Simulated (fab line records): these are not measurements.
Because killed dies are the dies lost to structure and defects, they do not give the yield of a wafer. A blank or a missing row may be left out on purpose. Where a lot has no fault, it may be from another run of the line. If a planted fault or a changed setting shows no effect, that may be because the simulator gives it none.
Chamber matching    flow n5_finfet    pecvd-01 running N5_BEOL_M12_DEP_53: 3 sister chambers
The step deposits SiCN from 3MS/NH3, target thk 30 nm, time 10.5 s. 6 wafers are shown with their chamber, then 8 later ones without.

WAFERS WITH THEIR CHAMBER
wafer   chamber  throttle_valve_pct (%)  showerhead_plenum_p_Torr (Torr)
L082.4  2        18.3                    4.146
L083.3  2        18.3                    4.141
L086.1  0        18.3                    4.159
L086.3  1        17.3                    4.166
L086.4  0        18.1                    4.154
L089.2  1        17.1                    4.172

WAFERS WHOSE CHAMBER IS MISSING
wafer   throttle_valve_pct (%)  showerhead_plenum_p_Torr (Torr)
L089.4  18.2                    4.155
L089.5  17.5                    4.167
L093.2  18.3                    4.152
L093.4  17.2                    4.178
L093.6  18.4                    4.165
L097.1  18.1                    4.162
L097.3  18.5                    4.149
L097.6  18.0                    4.162

WHICH CHAMBER EACH WENT THROUGH
wafer    from the rows above       in truth
L089.4   0                         0
L089.5   1                         1
L093.2   can't be placed: 0 or 2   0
L093.4   1                         1
L093.6   0                         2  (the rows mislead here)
L097.1   0                         0
L097.3   can't be placed: 2 or 0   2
L097.6   0                         0
Correct placement for 5 of the 8. From these rows, 2 cannot be placed; in 2 the true chamber is one of the candidates. 1 placed wrongly.
How it was worked out, from the rows above alone: a wafer's distance from a chamber is the root of the sum, over the readings, of the square of ((its reading less the chamber's mean) divided by the reading's scatter). The wafer belongs to the nearest chamber; if the next one is less than 2 further off, it can't be placed. The mean given for a chamber averages the wafers shown for that chamber. How the scatter is found: for the shown wafers, subtract from each reading the mean of its chamber, square and add these, divide the total by (wafers less chambers), then take the root.
